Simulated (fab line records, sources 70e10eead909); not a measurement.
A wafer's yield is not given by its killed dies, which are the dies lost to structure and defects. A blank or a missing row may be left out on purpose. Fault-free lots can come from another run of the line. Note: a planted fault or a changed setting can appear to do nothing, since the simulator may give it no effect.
A struck lot beside a sound one -- flow nand harc -- 15 out of 1302 route steps
Sound: the wafers L192.1, L192.4, L192.5. Struck: wafer L205.2 (L205.3, L205.6, from the same lot, were not struck and are left out); the cause is given at the end.
Per side, at each step with rows, come the tool, then ch with its chambers, and then its first start. Under that, the readings that differ: sound wafers -- struck wafers -- difference of the means -- sigmas: that difference in standard deviations of wafers without a fault.
alike: readings with means less than 2 such deviations apart, plus words and numbers identical on both sides. not compared: withheld readings, readings lacking a value on some wafer, bounds such as >300 that could conceal the same value, and numbers that have no deviation in the record and whose values overlap.
The two part at a step that has a row with sigmas, a row that says differs or no value, or rows on one side only. Numbers that don't overlap but have no deviation are shown without sigmas and don't part them. A reading that every wafer of one side lacks parts them only if that side has two wafers or more.

NHARC_THIN_TSV_DEP_43: deposits SiO2, target thk 1328.5 nm.
  sound on pecvd-04 ch 1,2, day 25 23:16; struck on pecvd-02 ch 0, day 31 06:37
  alike: throttle valve pct
then, 8 steps without rows for these wafers: NHARC_THIN_TSV_DEHYDRATE_04 (time 120 s); NHARC_THIN_TSV_HMDS_05 (time 30 s); NHARC_THIN_TSV_COAT_06; NHARC_THIN_TSV_SOFTBAKE_07 (time 95 s); NHARC_THIN_TSV_EBR_08; NHARC_THIN_TSV_EXPOSE_09 (exposes mask TSV); NHARC_THIN_TSV_PEB_10 (peb time 85 s); NHARC_THIN_TSV_DEVELOP_11 (time 70 s).
NHARC_THIN_TSV_CD_MEAS_12 targets a cd of 1000 nm.
  sound on cd sem-02 ch 0, day 25 23:56; struck on cd sem-02 ch 0, day 31 07:28
reading,sound,struck,difference,sigmas
cd nm (nm),1000.3 998.3 1002.3,1004.7,+4.4,+2
then, 1 step without rows for these wafers: NHARC_THIN_TSV_HARDBAKE_13 (time 80 s).
NHARC_THIN_TSV_DESCUM_14: chemistry O2, time 3 s.
  sound on rie diel-08 ch 1,2,3, day 26 00:06; struck on rie diel-04 ch 2, day 31 07:37
  alike: drypump motor current A, oes product au, rf vpp V, showerhead plenum p Torr, throttle valve pct
  not compared: rf hours counter h
NHARC_THIN_TSV_ETCH_44: etches the open film in CF4/O2, target depth 1594.2 nm, time 797.1 s.
  sound on rie diel-08 ch 0,1, day 26 00:10; struck on rie diel-04 ch 0, day 31 07:43
reading,sound,struck,difference,sigmas
oes product au (a.u.),0.976 1.005 0.978,1.239,+0.253,+21
rf fwd power W (W),301.6 299.6 300.4,419.2,+118.7,+99 or more
  alike: drypump motor current A, rf vpp V, showerhead plenum p Torr, throttle valve pct
  not compared: rf hours counter h
NHARC_THIN_TSV_ETCH_15: target depth 3000 nm, bosch target overetch cycles 2, bosch etch step 2.8 s.
  sound on rie si-03 ch 0,1,3, day 26 00:44; struck on rie si-03 ch 3, day 31 08:24
  alike: drypump motor current A
  not compared: rf hours counter h
NHARC_END_SORT_01:
  sound on prober-02 ch 0, day 26 15:13; struck on prober-01 ch 0, day 32 00:59
reading,sound,struck,difference,sigmas
killed at other,0 0 1,3,+3,+3
  alike: defect limited yield, killed at array, killed at periphery, killed dies, killed open, killed short

== WHERE THEY PART ==
Earliest at NHARC_THIN_TSV_CD_MEAS_12; latest, in this record, at NHARC_END_SORT_01.

WHY: the cause the simulator had injected
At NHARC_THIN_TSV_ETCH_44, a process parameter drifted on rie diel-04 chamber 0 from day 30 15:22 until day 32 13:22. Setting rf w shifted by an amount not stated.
